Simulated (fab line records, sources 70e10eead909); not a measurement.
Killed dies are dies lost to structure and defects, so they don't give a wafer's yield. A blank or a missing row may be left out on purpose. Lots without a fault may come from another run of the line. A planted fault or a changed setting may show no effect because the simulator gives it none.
Chamber matching | flow nand_harc | NHARC_A_CONTACT_DESCUM_13 on rie_diel-04: 4 sister chambers
The step chemistry O2, time 3 s. 4 wafers are shown with their chamber, then 7 later ones without.

WAFERS WITH THEIR CHAMBER
wafer  | chamber | drypump_motor_current_A (A)
L076.4 | 2       | 5.6
L081.3 | 0       | 6.0
L083.2 | 1       | 5.0
L083.4 | 3       | 6.2

WAFERS WITHOUT THEIR CHAMBER
wafer  | drypump_motor_current_A (A)
L083.5 | 5.0
L085.4 | 6.2
L085.5 | 5.0
L085.6 | 5.9
L092.2 | 6.2
L092.3 | 6.0
L092.6 | 5.6

WHICH CHAMBER EACH WENT THROUGH
wafer  | from the rows above | in truth
L083.5 | 1                   | 1
L085.4 | 3                   | 3
L085.5 | 1                   | 1
L085.6 | 0                   | 0
L092.2 | 3                   | 3
L092.3 | 0                   | 0
L092.6 | 2                   | 2
Placed correctly: 7 of 7. Can't be placed from these rows: 0. Placed wrongly: 0.
How it was worked out, from the rows above alone: a wafer's distance from a chamber is the root of the sum, over the readings, of the square of ((its reading less the chamber's mean) divided by the reading's scatter). The wafer belongs to the nearest chamber; if the next one is less than 2 further off, it can't be placed. A chamber's mean is the mean of its shown wafers. The scatter: with one shown wafer a chamber, the root of the mean of the squares of how far each hidden wafer lies from its nearest shown one.
